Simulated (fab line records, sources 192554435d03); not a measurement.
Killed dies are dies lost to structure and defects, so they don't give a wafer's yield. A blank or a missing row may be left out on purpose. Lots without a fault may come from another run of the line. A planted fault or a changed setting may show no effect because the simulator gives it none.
Which tool did it? | flow n5_finfet | 24 lots, 72 wafers sampled, at 6 steps of a route of 1938

WHAT THE GAUGES READ, wafer by wafer
N5_BEOL_M8_CD_MEAS_28: target cd 40 nm.
lot  | measured     | on        | cd_nm (nm)
L074 | day 8 20:25  | cd_sem-03 | 39.83 39.97 39.76
L075 | day 9 01:28  | cd_sem-01 | 39.80 39.93 39.94
L076 | day 9 01:17  | cd_sem-03 | 40.31 39.73 40.06
L077 | day 9 21:16  | cd_sem-02 | 40.09 40.02 40.48
L078 | day 10 05:08 | cd_sem-03 | 40.59 40.00 39.74
L079 | day 10 07:25 | cd_sem-03 | 40.05 39.95 39.93
L080 | day 10 07:41 | cd_sem-03 | 40.54 40.65 40.35
L081 | day 10 17:48 | cd_sem-02 | 39.94 39.91 40.11
L083 | day 10 22:10 | cd_sem-03 | 39.93 39.95 40.11
L082 | day 11 03:53 | cd_sem-03 | 40.22 40.56 40.15
L084 | day 11 03:58 | cd_sem-02 | 40.29 40.38 40.60
L085 | day 11 17:13 | cd_sem-01 | 40.15 40.13 40.37
L086 | day 12 00:33 | cd_sem-03 | 39.87 40.14 39.98
L087 | day 12 05:49 | cd_sem-02 | 39.98 39.94 39.82
L088 | day 12 12:33 | cd_sem-02 | 39.70 39.75 39.76
L090 | day 12 12:44 | cd_sem-01 | 40.67 39.94 40.00
L091 | day 12 20:44 | cd_sem-01 | 40.21 39.99 40.25
L089 | day 12 22:58 | cd_sem-02 | 40.11 40.01 40.41
L092 | day 13 05:22 | cd_sem-03 | 39.98 39.82 39.98
L093 | day 13 11:22 | cd_sem-02 | 39.42 40.21 40.20
L094 | day 13 13:44 | cd_sem-03 | 39.81 39.94 40.29
L095 | day 13 19:24 | cd_sem-01 | 39.93 40.14 39.79
L096 | day 14 14:55 | cd_sem-01 | 39.83 39.79 39.95
L097 | day 15 00:35 | cd_sem-02 | 40.12 40.06 40.04

N5_BEOL_M8_OCD_MEAS_38.
lot  | measured     | on     | trench_depth_nm (nm)
L074 | day 8 21:18  | ocd-02 | 96.4 93.4 93.5
L075 | day 9 02:01  | ocd-01 | 94.8 94.2 91.2
L076 | day 9 01:51  | ocd-01 | 93.4 93.7 93.2
L077 | day 9 21:52  | ocd-01 | 92.7 95.8 91.9
L078 | day 10 06:14 | ocd-01 | 91.9 96.0 92.6
L079 | day 10 07:58 | ocd-02 | 93.2 90.8 98.1
L080 | day 10 08:22 | ocd-01 | 93.5 92.4 91.7
L081 | day 10 18:21 | ocd-01 | 94.3 93.5 91.5
L083 | day 10 23:13 | ocd-02 | 92.7 93.8 94.5
L082 | day 11 04:26 | ocd-01 | 93.2 92.5 95.8
L084 | day 11 04:31 | ocd-02 | 94.5 91.2 91.3
L085 | day 11 17:46 | ocd-02 | 93.3 91.1 93.2
L086 | day 12 01:06 | ocd-01 | 95.5 92.3 91.1
L087 | day 12 06:22 | ocd-01 | 97.4 92.1 93.0
L088 | day 12 13:21 | ocd-01 | 92.3 92.4 93.1
L090 | day 12 13:36 | ocd-02 | 92.5 92.0 92.2
L091 | day 12 21:17 | ocd-02 | 96.5 92.5 91.0
L089 | day 12 23:31 | ocd-01 | 92.1 96.7 94.2
L092 | day 13 06:03 | ocd-02 | 92.4 94.9 91.5
L093 | day 13 11:56 | ocd-02 | 93.7 93.3 98.0
L094 | day 13 14:31 | ocd-01 | 92.1 95.8 97.7
L095 | day 13 19:57 | ocd-02 | 91.2 95.5 91.8
L096 | day 14 15:29 | ocd-01 | 94.7 95.4 94.8
L097 | day 15 01:26 | ocd-02 | 93.6 96.2 95.6

N5_BEOL_M10_OVL_MEAS_12.
lot  | measured     | on         | M10_OVL (nm)
L074 | day 9 12:32  | overlay-01 | -1.9 -1.3 -0.7
L075 | day 9 19:59  | overlay-01 | -0.4 -1.1 -2.1
L076 | day 9 19:46  | overlay-01 | 0.4 -0.1 0.2
L077 | day 10 09:46 | overlay-01 | -0.5 -1.4 -1.0
L078 | day 10 20:12 | overlay-02 | 0.5 -1.2 -0.7
L079 | day 10 19:53 | overlay-02 | 0.7 -0.4 -0.5
L080 | day 10 18:52 | overlay-01 | -0.4 0.3 0.8
L081 | day 11 10:04 | overlay-01 | 0.2 -0.4 -0.2
L083 | day 11 17:50 | overlay-02 | 1.9 0.8 -0.4
L082 | day 11 18:18 | overlay-01 | -2.0 -0.8 -1.1
L084 | day 11 18:32 | overlay-01 | -0.8 0.3 -1.5
L085 | day 12 07:04 | overlay-02 | 1.1 -0.1 1.3
L086 | day 12 12:11 | overlay-02 | -1.3 -0.7 0.5
L087 | day 12 16:07 | overlay-02 | 1.6 1.2 1.4
L088 | day 13 02:41 | overlay-02 | -1.0 -1.4 -0.6
L090 | day 13 03:09 | overlay-01 | -1.1 -2.5 -1.1
L091 | day 13 10:26 | overlay-01 | 0.0 0.3 -0.3
L089 | day 13 10:40 | overlay-01 | -1.4 -0.4 0.8
L092 | day 13 17:47 | overlay-01 | 0.0 0.1 0.5
L093 | day 13 21:47 | overlay-01 | -0.1 -0.8 0.2
L094 | day 14 00:59 | overlay-01 | -0.5 -0.5 -0.3
L095 | day 14 09:09 | overlay-01 | -1.2 -1.5 -1.1
L096 | day 15 02:55 | overlay-02 | -0.4 -1.3 -1.6
L097 | day 15 13:57 | overlay-01 | -1.4 0.2 -0.6

WHICH TOOL RAN EACH LOT (tool, then ch and the chambers of the sampled wafers, then the start)
lot  | N5_BEOL_M8_ETCH_61                 | N5_BEOL_M8_ANNEAL_51             | N5_BEOL_M9_STRIP_80
L074 | rie_diel-04 ch 1,2,3, day 8 19:28  | rtp_anneal-02 ch 0, day 8 23:13  | rie_diel-03 ch 0,1,3, day 9 12:32 or earlier
L075 | rie_diel-02 ch 0,1, day 8 23:04    | rtp_anneal-02 ch 0, day 9 03:54  | rie_diel-05 ch 2,3, day 9 19:59 or earlier
L076 | rie_diel-04 ch 1,2,3, day 9 00:05  | rtp_anneal-01 ch 0, day 9 03:32  | rie_diel-03 ch 1,2, day 9 19:46 or earlier
L077 | rie_diel-06 ch 1,2, day 9 20:22    | rtp_anneal-01 ch 0, day 9 23:50  | rie_diel-03 ch 0,3, day 10 09:46 or earlier
L078 | rie_diel-04 ch 2,3, day 10 03:17   | rtp_anneal-01 ch 0, day 10 09:05 | rie_diel-05 ch 0,1, day 10 20:12 or earlier
L079 | rie_diel-06 ch 0,1, day 10 06:41   | rtp_anneal-02 ch 0, day 10 09:49 | rie_diel-01 ch 0,1,3, day 10 19:53 or earlier
L080 | rie_diel-06 ch 0,1,2, day 10 06:56 | rtp_anneal-02 ch 0, day 10 10:16 | rie_diel-03 ch 1,2, day 10 18:52 or earlier
L081 | rie_diel-06 ch 0,2,3, day 10 17:04 | rtp_anneal-02 ch 0, day 10 21:05 | rie_diel-03 ch 0,1,3, day 11 10:04 or earlier
L083 | rie_diel-04 ch 2,3, day 10 21:10   | rtp_anneal-02 ch 0, day 11 02:55 | rie_diel-05 ch 0,1,2, day 11 17:50 or earlier
L082 | rie_diel-02 ch 1,2,3, day 11 01:28 | rtp_anneal-01 ch 0, day 11 06:21 | rie_diel-01 ch 1,2,3, day 11 18:18 or earlier
L084 | rie_diel-04 ch 0,2,3, day 11 02:10 | rtp_anneal-01 ch 0, day 11 06:46 | rie_diel-01 ch 0,2,3, day 11 18:32 or earlier
L085 | rie_diel-04 ch 0,2,3, day 11 13:53 | rtp_anneal-02 ch 0, day 11 19:59 | rie_diel-03 ch 0,1, day 12 07:04 or earlier
L086 | rie_diel-04 ch 1,2,3, day 11 23:17 | rtp_anneal-02 ch 0, day 12 02:55 | rie_diel-05 ch 0,1,2, day 12 12:11 or earlier
L087 | rie_diel-04 ch 1,3, day 12 03:46   | rtp_anneal-02 ch 0, day 12 08:37 | rie_diel-01 ch 1,3, day 12 16:07 or earlier
L088 | rie_diel-02 ch 0,1,3, day 12 11:32 | rtp_anneal-02 ch 0, day 12 15:54 | rie_diel-03 ch 1,2,3, day 13 02:41 or earlier
L090 | rie_diel-02 ch 0,1,3, day 12 11:47 | rtp_anneal-02 ch 0, day 12 16:10 | rie_diel-03 ch 0,1,3, day 13 03:09 or earlier
L091 | rie_diel-04 ch 1,3, day 12 20:00   | rtp_anneal-02 ch 0, day 13 00:12 | rie_diel-05 ch 0,2,3, day 13 10:26 or earlier
L089 | rie_diel-06 ch 1,3, day 12 22:01   | rtp_anneal-01 ch 0, day 13 01:28 | rie_diel-03 ch 1,2,3, day 13 10:40 or earlier
L092 | rie_diel-02 ch 0,2,3, day 13 03:02 | rtp_anneal-01 ch 0, day 13 07:59 | rie_diel-01 ch 1,3, day 13 17:47 or earlier
L093 | rie_diel-06 ch 1,2, day 13 10:27   | rtp_anneal-01 ch 0, day 13 13:24 | rie_diel-01 ch 0,3, day 13 21:47 or earlier
L094 | rie_diel-02 ch 0,1,2, day 13 12:58 | rtp_anneal-02 ch 0, day 13 16:38 | rie_diel-01 ch 0,1,2, day 14 00:59 or earlier
L095 | rie_diel-06 ch 0,2,3, day 13 18:36 | rtp_anneal-02 ch 0, day 13 22:21 | rie_diel-05 ch 1,2, day 14 09:09 or earlier
L096 | rie_diel-04 ch 0,1, day 14 13:38   | rtp_anneal-02 ch 0, day 14 17:31 | rie_diel-01 ch 1,2, day 15 02:55 or earlier
L097 | rie_diel-06 ch 2,3, day 14 23:27   | rtp_anneal-02 ch 0, day 15 03:21 | rie_diel-05 ch 0,3, day 15 13:57 or earlier
- N5_BEOL_M8_ETCH_61: etches SiARC in CF4, target depth 45.5 nm, time 75.8 s.
- N5_BEOL_M8_ANNEAL_51: time 90 s.
- N5_BEOL_M9_STRIP_80: strips in N2/H2, time 10 s.

WHAT THE TOOLS THEMSELVES READ (means of the sampled wafers that have a number; where no wafer has one, the mark that the record gives instead)
N5_BEOL_M8_ETCH_61.
lot  | tool        | cf4_flow_sccm (sccm) | drypump_motor_current_A (A) | etch_rf_on_time_s (s) | oes_product_au (a.u.) | rf_vpp_V (V) | showerhead_plenum_p_Torr (Torr) | throttle_valve_pct (%)
L074 | rie_diel-04 | 100.3                | 5.8                         | 75.0                  | 0.67                  | 183.9        | 2.11                            | 15.73
L075 | rie_diel-02 | 99.7                 | 5.5                         | 75.3                  | 0.65                  | 185.3        | 2.21                            | 15.89
L076 | rie_diel-04 | 99.8                 | 5.8                         | 75.2                  | 0.66                  | 183.8        | 2.11                            | 15.73
L077 | rie_diel-06 | 100.0                | 5.8                         | 75.7                  | 0.60                  | 183.7        | 2.15                            | 15.98
L078 | rie_diel-04 | 99.7                 | 5.9                         | 75.7                  | 0.61                  | 184.0        | 2.11                            | 15.89
L079 | rie_diel-06 | 100.1                | 6.0                         | 72.8                  | 0.79                  | 185.0        | 2.18                            | 15.52
L080 | rie_diel-06 | 99.9                 | 5.8                         | 74.0                  | 0.69                  | 184.2        | 2.14                            | 15.73
L081 | rie_diel-06 | 99.7                 | 5.7                         | 74.1                  | 0.78                  | 183.6        | 2.10                            | 15.64
L083 | rie_diel-04 | 100.0                | 6.2                         | 76.3                  | 0.60                  | 182.7        | 2.07                            | 15.78
L082 | rie_diel-02 | 100.3                | 5.5                         | 74.4                  | 0.64                  | 184.7        | 2.19                            | 15.78
L084 | rie_diel-04 | 100.0                | 6.1                         | 76.6                  | 0.62                  | 183.5        | 2.08                            | 15.79
L085 | rie_diel-04 | 99.6                 | 6.1                         | 77.6                  | 0.61                  | 182.6        | 2.08                            | 15.80
L086 | rie_diel-04 | 100.0                | 5.8                         | 76.3                  | 0.64                  | 182.7        | 2.10                            | 15.78
L087 | rie_diel-04 | 100.2                | 5.5                         | 76.5                  | 0.63                  | 184.4        | 2.14                            | 15.91
L088 | rie_diel-02 | 100.0                | 5.5                         | 74.6                  | 0.66                  | 184.7        | 2.21                            | 15.79
L090 | rie_diel-02 | 100.2                | 5.5                         | 75.2                  | 0.66                  | 185.3        | 2.21                            | 15.79
L091 | rie_diel-04 | 99.9                 | 5.5                         | 74.6                  | 0.68                  | 184.6        | 2.14                            | 15.79
L089 | rie_diel-06 | 100.1                | 6.0                         | 74.9                  | 0.79                  | 184.2        | 2.16                            | 15.62
L092 | rie_diel-02 | 100.1                | 5.4                         | 76.4                  | 0.66                  | 183.9        | 2.18                            | 15.75
L093 | rie_diel-06 | 100.0                | 5.6                         | 72.0                  | 0.83                  | 185.7        | 2.25                            | 15.47
L094 | rie_diel-02 | 100.1                | 5.3                         | 75.5                  | 0.63                  | 184.9        | 2.17                            | 15.93
L095 | rie_diel-06 | 100.0                | 5.7                         | 72.7                  | 0.79                  | 185.4        | 2.18                            | 15.52
L096 | rie_diel-04 | 99.7                 | 5.9                         | 76.7                  | 0.65                  | 183.0        | 2.09                            | 15.73
L097 | rie_diel-06 | 100.3                | 5.7                         | 75.5                  | 0.76                  | 183.5        | 2.15                            | 15.70

N5_BEOL_M8_ANNEAL_51.
lot  | tool          | wafer_temp_C_max
L074 | rtp_anneal-02 | 226.22
L075 | rtp_anneal-02 | 226.12
L076 | rtp_anneal-01 | 226.02
L077 | rtp_anneal-01 | 226.61
L078 | rtp_anneal-01 | 226.20
L079 | rtp_anneal-02 | 226.13
L080 | rtp_anneal-02 | 226.04
L081 | rtp_anneal-02 | 226.09
L083 | rtp_anneal-02 | 226.27
L082 | rtp_anneal-01 | 226.33
L084 | rtp_anneal-01 | 226.06
L085 | rtp_anneal-02 | 225.87
L086 | rtp_anneal-02 | 225.71
L087 | rtp_anneal-02 | 226.26
L088 | rtp_anneal-02 | 226.01
L090 | rtp_anneal-02 | 226.13
L091 | rtp_anneal-02 | 226.39
L089 | rtp_anneal-01 | 226.33
L092 | rtp_anneal-01 | 226.26
L093 | rtp_anneal-01 | 226.20
L094 | rtp_anneal-02 | 225.95
L095 | rtp_anneal-02 | 225.90
L096 | rtp_anneal-02 | 226.05
L097 | rtp_anneal-02 | 226.12

N5_BEOL_M9_STRIP_80.
lot  | tool        | drypump_motor_current_A (A) | oes_product_au (a.u.) | rf_vpp_V (V) | showerhead_plenum_p_Torr (Torr) | throttle_valve_pct (%)
L074 | rie_diel-03 | 5.8                         | 0.78                  | 59.5         | 2.55                            | 23.9
L075 | rie_diel-05 | 6.4                         | 0.77                  | 59.2         | 2.65                            | 23.2
L076 | rie_diel-03 | 5.8                         | 0.85                  | 59.4         | 2.47                            | 23.6
L077 | rie_diel-03 | 5.7                         | 0.72                  | 59.3         | 2.56                            | 23.9
L078 | rie_diel-05 | 5.9                         | 0.79                  | 59.3         | 2.57                            | 23.5
L079 | rie_diel-01 | 5.4                         | 0.78                  | 59.2         | 2.52                            | 23.8
L080 | rie_diel-03 | 5.4                         | 0.79                  | 59.3         | 2.44                            | 23.3
L081 | rie_diel-03 | 5.8                         | 0.76                  | 59.1         | 2.55                            | 23.9
L083 | rie_diel-05 | 6.1                         | 0.78                  | 59.4         | 2.56                            | 23.5
L082 | rie_diel-01 | 5.4                         | 0.83                  | 59.7         | 2.50                            | 23.8
L084 | rie_diel-01 | 5.1                         | 0.83                  | 58.8         | 2.50                            | 24.0
L085 | rie_diel-03 | 6.0                         | 0.76                  | 59.0         | 2.52                            | 24.0
L086 | rie_diel-05 | 6.2                         | 0.77                  | 59.1         | 2.56                            | 23.5
L087 | rie_diel-01 | 5.7                         | 0.77                  | 58.6         | 2.52                            | 23.6
L088 | rie_diel-03 | 5.5                         | 0.86                  | 59.1         | 2.50                            | 23.5
L090 | rie_diel-03 | 5.8                         | 0.84                  | 60.3         | 2.54                            | 23.8
L091 | rie_diel-05 | 6.0                         | 0.73                  | 58.9         | 2.52                            | 23.3
L089 | rie_diel-03 | 5.5                         | 0.84                  | 60.2         | 2.50                            | 23.5
L092 | rie_diel-01 | 5.5                         | 0.71                  | 58.4         | 2.47                            | 23.7
L093 | rie_diel-01 | 5.2                         | 0.72                  | 58.7         | 2.46                            | 23.9
L094 | rie_diel-01 | 5.2                         | 0.85                  | 59.4         | 2.54                            | 23.9
L095 | rie_diel-05 | 6.5                         | 0.77                  | 59.0         | 2.66                            | 23.3
L096 | rie_diel-01 | 5.3                         | 0.87                  | 59.3         | 2.51                            | 23.9
L097 | rie_diel-05 | 5.6                         | 0.79                  | 59.4         | 2.41                            | 23.4

THE ANSWER, worked out from the rows above alone
Rule: what is usual is taken from the lots themselves. Put in order of their means at a reading, lots are off if they are a third of the lots or fewer, leave a main group of 4 or more, and stand apart from it by a gap of 3 or more times the standard deviation of the main group's means; of several such gaps the widest counts. A main group whose means are all the same, to the digits that the tables above print for the reading, isn't used. A lot without any number at a reading at which 4 lots or more have one is off too. The other lots that the step has rows for count as sound. The gauges are gone through in route order, then the tools' own readings, and for those a lot's mean is taken as printed above. The first step at which some lot is off is used, and at that step the reading that is off furthest; a lot without a number counts as furthest.
No lot is off at any reading shown: from this, nothing can be told.

WHAT THE SIMULATOR HAD PUT IN
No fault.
